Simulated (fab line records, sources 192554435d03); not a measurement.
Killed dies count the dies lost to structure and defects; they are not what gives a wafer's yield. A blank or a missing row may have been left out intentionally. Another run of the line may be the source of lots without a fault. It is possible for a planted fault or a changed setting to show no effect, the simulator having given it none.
Split-lot study -- flow n5Finfet -- 39 wafers read across 7 lots, on a route 1938 steps long

## ON THE SPLIT
At N5_WELL_APT_EPI_41 (deposits Si from SiH4/H2, target thk 50 nm, time 297.7 s), the setting timeS was moved away from the recipe's 297.7 s on 15 of the 39 wafers read, by -4.4% to +7.0%. For the rest of the wafers, this setting stayed at what the recipe calls for.

The reading is taken at the split's own step.

## THE READING
Si_of_WELL_APT_EPI_41.thkNm (the simulator's own value, which no gauge read), in nm, at N5_WELL_APT_EPI_41 (deposits Si from SiH4/H2, target thk 50 nm, time 297.7 s). The file gives no usual value for it. Here, 24 wafers ran the recipe; their average is 50.21 nm with a standard deviation of 0.54 nm.

wafer,"tool, chamber at the split","timeS as run, s",against the recipe,"Si_of_WELL_APT_EPI_41.thkNm, nm",against lot-mates on the recipe
L075.1,"epiRpcvd-01, 0",297.7,recipe,50.28,-
L075.2,"epiRpcvd-01, 0",297.7,recipe,51.19,-
L075.3,"epiRpcvd-01, 0",297.7,recipe,50.86,-
L075.4,"epiRpcvd-01, 0",307.7,+3.4%,52.83,+2.05
L075.5,"epiRpcvd-01, 0",307.7,+3.4%,52.81,+2.03
L075.6,"epiRpcvd-01, 0",307.7,+3.4%,52.68,+1.90
L076.1,"epiRpcvd-02, 0",297.7,recipe,50.28,-
L076.2,"epiRpcvd-02, 0",284.6,-4.4%,47.88,-2.27
L076.3,"epiRpcvd-02, 0",284.6,-4.4%,47.61,-2.54
L076.4,"epiRpcvd-02, 0",297.7,recipe,50.3,-
L076.5,"epiRpcvd-02, 0",284.6,-4.4%,48.09,-2.06
L076.6,"epiRpcvd-02, 0",297.7,recipe,49.87,-
L081.1,"epiRpcvd-02, 0",318.4,+7.0%,54.02,+3.46
L081.2,"epiRpcvd-02, 0",318.4,+7.0%,53.78,+3.22
L081.3,"epiRpcvd-02, 0",318.4,+7.0%,53.71,+3.15
L081.4,"epiRpcvd-02, 0",297.7,recipe,50.48,-
L081.5,"epiRpcvd-02, 0",297.7,recipe,50.45,-
L081.6,"epiRpcvd-02, 0",297.7,recipe,50.76,-
L084.1,"epiRpcvd-01, 0",307.5,+3.3%,51.89,+1.72
L084.2,"epiRpcvd-01, 0",297.7,recipe,50.02,-
L084.3,"epiRpcvd-01, 0",307.5,+3.3%,51.73,+1.56
L084.4,"epiRpcvd-01, 0",297.7,recipe,50.82,-
L084.5,"epiRpcvd-01, 0",307.5,+3.3%,51.78,+1.61
L084.6,"epiRpcvd-01, 0",297.7,recipe,49.67,-
L085.1,"epiRpcvd-03, 0",297.7,recipe,49.07,-
L085.2,"epiRpcvd-03, 0",317.8,+6.8%,52.35,+3.13
L085.3,"epiRpcvd-03, 0",297.7,recipe,49,-
L085.4,"epiRpcvd-03, 0",317.8,+6.8%,53.37,+4.15
L085.5,"epiRpcvd-03, 0",317.8,+6.8%,53.01,+3.79
L085.6,"epiRpcvd-03, 0",297.7,recipe,49.59,-
L088.1,"epiRpcvd-01, 0",297.7,recipe,49.79,-
L088.2,"epiRpcvd-01, 0",297.7,recipe,50.33,-
L088.3,"epiRpcvd-01, 0",297.7,recipe,50.88,-
L088.4,"epiRpcvd-01, 0",297.7,recipe,50.17,-
L088.5,"epiRpcvd-01, 0",297.7,recipe,50.59,-
L088.6,"epiRpcvd-01, 0",297.7,recipe,50.37,-
L094.1,"epiRpcvd-01, 0",297.7,recipe,50.49,-
L094.2,"epiRpcvd-01, 0",297.7,recipe,49.56,-
L094.4,"epiRpcvd-01, 0",297.7,recipe,50.29,-

FIT RESULTS
A straight line over all 39 wafers: Si_of_WELL_APT_EPI_41.thkNm changes by +0.497 nm for each +1% of timeS; r = +0.94; the points scatter about the line by 0.56 nm.
The same after taking each lot's own level away (the mean of its wafers on the recipe; 39 wafers): +0.515 nm for each +1%; r = +0.98; scatter 0.33 nm.
Per that fit: largest timeS move, reading shift of 3.6 nm.
The span of the lots' own levels, 49.220 to 50.777 nm, comes to 2.9 times the standard deviation stated above.
The two slopes agree, so the slope changes little with the lot-to-lot level.
Check: with one of the wafers moved furthest among these (+7.0%) left out of the fit, the line predicts +3.6 nm for it against its lot-mates. Against them it came out at +3.46 nm.

## FILE'S OWN FIT
Si_of_WELL_APT_EPI_41.thkNm changes by +0.515 nm for each +1% of timeS, r = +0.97.
